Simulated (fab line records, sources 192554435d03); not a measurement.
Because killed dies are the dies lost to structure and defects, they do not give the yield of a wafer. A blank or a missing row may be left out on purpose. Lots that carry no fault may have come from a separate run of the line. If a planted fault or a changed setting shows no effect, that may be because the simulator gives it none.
Which tool did it? / flow n5 finfet / 24 lots (72 wafers sampled), 1 step of a 1938-step route

WHAT THE GAUGES SHOWED, per wafer
N5_BEOL_M4_OVL_MEAS_29. Usual: V3_OVL gives -0.5 nm (standard deviation 0.66).
lot=L074; measured=day 7 04:11; on=overlay-01; V3_OVL (nm)=-1.1 -1.2 -1.0; flag=
lot=L075; measured=day 7 15:26; on=overlay-01; V3_OVL (nm)=-1.0 0.3 -1.5; flag=
lot=L076; measured=day 7 23:49; on=overlay-01; V3_OVL (nm)=-2.0 -2.0 -2.2; flag=
lot=L077; measured=day 8 00:59; on=overlay-01; V3_OVL (nm)=-0.3 -0.2 -0.7; flag=
lot=L078; measured=day 8 02:25; on=overlay-02; V3_OVL (nm)=0.2 -0.7 0.5; flag=
lot=L079; measured=day 8 11:10; on=overlay-01; V3_OVL (nm)=0.1 -0.7 -1.2; flag=
lot=L080; measured=day 8 17:55; on=overlay-01; V3_OVL (nm)=-0.5 -0.6 -0.5; flag=
lot=L081; measured=day 9 08:12; on=overlay-01; V3_OVL (nm)=-1.3 -1.5 -1.7; flag=
lot=L082; measured=day 9 22:09; on=overlay-01; V3_OVL (nm)=-0.5 -1.5 -1.3; flag=
lot=L083; measured=day 10 09:04; on=overlay-02; V3_OVL (nm)=0.5 -0.5 -0.8; flag=
lot=L084; measured=day 10 14:05; on=overlay-02; V3_OVL (nm)=1.0 0.7 0.4; flag=
lot=L085; measured=day 10 16:59; on=overlay-02; V3_OVL (nm)=0.7 -0.9 -0.9; flag=
lot=L086; measured=day 10 20:50; on=overlay-01; V3_OVL (nm)=-0.2 -0.2 -1.2; flag=
lot=L088; measured=day 10 22:04; on=overlay-01; V3_OVL (nm)=-0.6 -0.1 -1.2; flag=
lot=L087; measured=day 10 22:08; on=overlay-02; V3_OVL (nm)=-1.5 -0.3 -1.6; flag=
lot=L089; measured=day 11 05:13; on=overlay-02; V3_OVL (nm)=-0.9 -0.9 -0.5; flag=
lot=L090; measured=day 11 05:19; on=overlay-01; V3_OVL (nm)=0.4 -0.8 0.8; flag=
lot=L091; measured=day 12 06:15; on=overlay-01; V3_OVL (nm)=-0.2 -0.2 0.6; flag=
lot=L092; measured=day 12 10:29; on=overlay-01; V3_OVL (nm)=-1.1 -0.7 -0.4; flag=
lot=L094; measured=day 12 13:07; on=overlay-01; V3_OVL (nm)=-0.1 0.7 -0.7; flag=
lot=L093; measured=day 12 13:45; on=overlay-01; V3_OVL (nm)=-0.8 -0.8 -0.2; flag=
lot=L095; measured=day 13 03:02; on=overlay-02; V3_OVL (nm)=-0.5 0.0 0.3; flag=
lot=L096; measured=day 13 06:55; on=overlay-01; V3_OVL (nm)=-0.1 0.4 0.2; flag=
lot=L097; measured=day 13 07:13; on=overlay-02; V3_OVL (nm)=-0.1 -1.2 -2.4; flag=

EACH LOT AND THE TOOL THAT RAN IT (in order: tool; ch and the chambers of the sampled wafers; start)
The record holds no process step before these readings.

WHAT THE TOOLS THEMSELVES READ (means of the sampled wafers that have a number; where no wafer has one, the mark that the record gives instead)
The record holds no such reading with a usual standard deviation.

THE ANSWER, worked out from the rows above alone
Rule: a lot counts as off when the mean over its wafers that have a number is more than 3 standard deviations away from the usual mean. A lot without any number at a reading at which 4 lots or more have one is off too. The other lots that the step has rows for count as sound. Order of review: gauges by route order, followed by the tools' own readings, for which a lot's mean as printed above is used. At the first step where some lot is off, the reading lying furthest off is the one used; lots without a number count as furthest.
Across all readings shown, no lot is off: no conclusion can be drawn from this.

WHAT THE SIMULATOR HAD PUT IN
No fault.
